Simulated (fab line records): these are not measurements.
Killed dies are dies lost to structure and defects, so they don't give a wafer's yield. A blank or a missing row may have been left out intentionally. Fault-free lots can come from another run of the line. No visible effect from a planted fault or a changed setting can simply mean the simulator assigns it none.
A struck lot beside a sound one + flow nand-harc + 18 out of 1159 route steps
Sound: the wafers L118.4, L118.5, L118.6. Wafers struck: L107.2, L107.3, L107.6. The cause is named last.
Per side, at each step with rows, come the tool, then ch with its chambers, and then its first start. Under that, the readings that differ: sound wafers + struck wafers + difference of the means + sigmas: that difference in standard deviations of wafers without a fault.
alike: readings whose means differ by less than 2 such deviations, and words and numbers that are the same on both sides. not compared: withheld readings, readings that some wafer has no value for, bounds like >300 that may hide the same value, and numbers for which the record gives no deviation and whose values overlap.
Wherever a step has rows on one side only, a row that says differs or no value, or a row with sigmas, the two part there. When numbers do not overlap yet have no deviation, they are printed without sigmas and do not part them. Lack of a reading on every wafer of one side parts them only where that side has two or more wafers.

NHARC_P_M2_PRE_CLEAN_32: time 12 s.
  sound on pecvd-04 ch 0,1,2, day 10 09:39; struck on pecvd-04 ch 0,1, day 8 01:16
  alike: heater-power-w
NHARC_P_M2_DEP_33: deposits SiCN, target thk 30 nm.
  sound on pecvd-04 ch 0,1,2, day 10 09:49; struck on pecvd-04 ch 0,1, day 8 01:20
  alike: heater-power-w
NHARC_P_BONDPAD_DEP_00: deposits SiCN, target thk 250 nm.
  sound on pecvd-03 ch 0,1,2, day 10 10:25; struck on pecvd-03 ch 0,1, day 8 01:45
  alike: heater-power-w
NHARC_P_BONDPAD_CMP_32: polishes SiCN, target thk 200 nm.
  sound on cmp-02 ch 2,3, day 10 10:40; struck on cmp-04 ch 1,3, day 8 02:09
  alike: motor-current-A, slurry-flow-ml-min
NHARC_P_BONDPAD_THK_MEAS_33: measures by ellipsometry.
  sound on film-metro-02 at day 10 10:56; struck on film-metro-01 at day 8 02:25
  alike: thk-nm
then, 7 steps without rows for these wafers: NHARC_P_BONDPAD_SRD_34; NHARC_P_BONDPAD_DEHYDRATE_01 (time 120 s); NHARC_P_BONDPAD_HMDS_02 (time 30 s); NHARC_P_BONDPAD_COAT_36 (time 65 s); NHARC_P_BONDPAD_COAT_03 (resist thk 600 nm); NHARC_P_BONDPAD_SOFTBAKE_04 (time 70 s); NHARC_P_BONDPAD_EBR_05.
NHARC_P_BONDPAD_EXPOSE_06: exposes mask P BPAD.
  sound on krf-scanner-03 ch 0, day 10 11:14; struck on krf-scanner-01 ch 0, day 8 02:42
| reading              | sound             | struck            | difference | sigmas      |
|----------------------|-------------------|-------------------|------------|-------------|
| exposure-dose-mJ-cm2 | 37.01 37.03 37.11 | 50.27 50.30 50.27 | +13.23     | +99 or more |
  alike: mask
then, 2 steps without rows for these wafers: NHARC_P_BONDPAD_PEB_07 (peb time 80 s); NHARC_P_BONDPAD_DEVELOP_08 (time 50 s).
NHARC_P_BONDPAD_CD_MEAS_09: target cd 500 nm.
  sound on cd-sem-02 ch 0, day 10 11:22; struck on cd-sem-02 ch 0, day 8 02:52
| reading    | sound             | struck            | difference | sigmas |
|------------|-------------------|-------------------|------------|--------|
| cd-nm (nm) | 502.9 501.1 500.5 | 510.0 506.8 506.8 | +6.4       | +3     |
NHARC_P_BONDPAD_OVL_MEAS_38:
  sound on overlay-02 at day 10 11:28; struck on overlay-01 at day 8 02:56
| reading           | sound    | struck | difference | sigmas |
|-------------------|----------|--------|------------|--------|
| overlay-x-nm (nm) | -4 -3 -3 | 9 8 9  | +12        | +2     |
  alike: overlay-y-nm
NHARC_END_SORT_01:
  the record has rows for the sound wafers here (prober-01 ch 0, day 23 03:15) and none for the struck ones

WHERE THEY PART
Last at NHARC_END_SORT_01 as far as this record goes, first at NHARC_P_BONDPAD_EXPOSE_06.

WHY: whatever the simulator had introduced
Drift in process parameters on krf-scanner-01 at NHARC_P_BONDPAD_EXPOSE_06, starting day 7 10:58. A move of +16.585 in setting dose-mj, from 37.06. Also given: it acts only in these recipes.
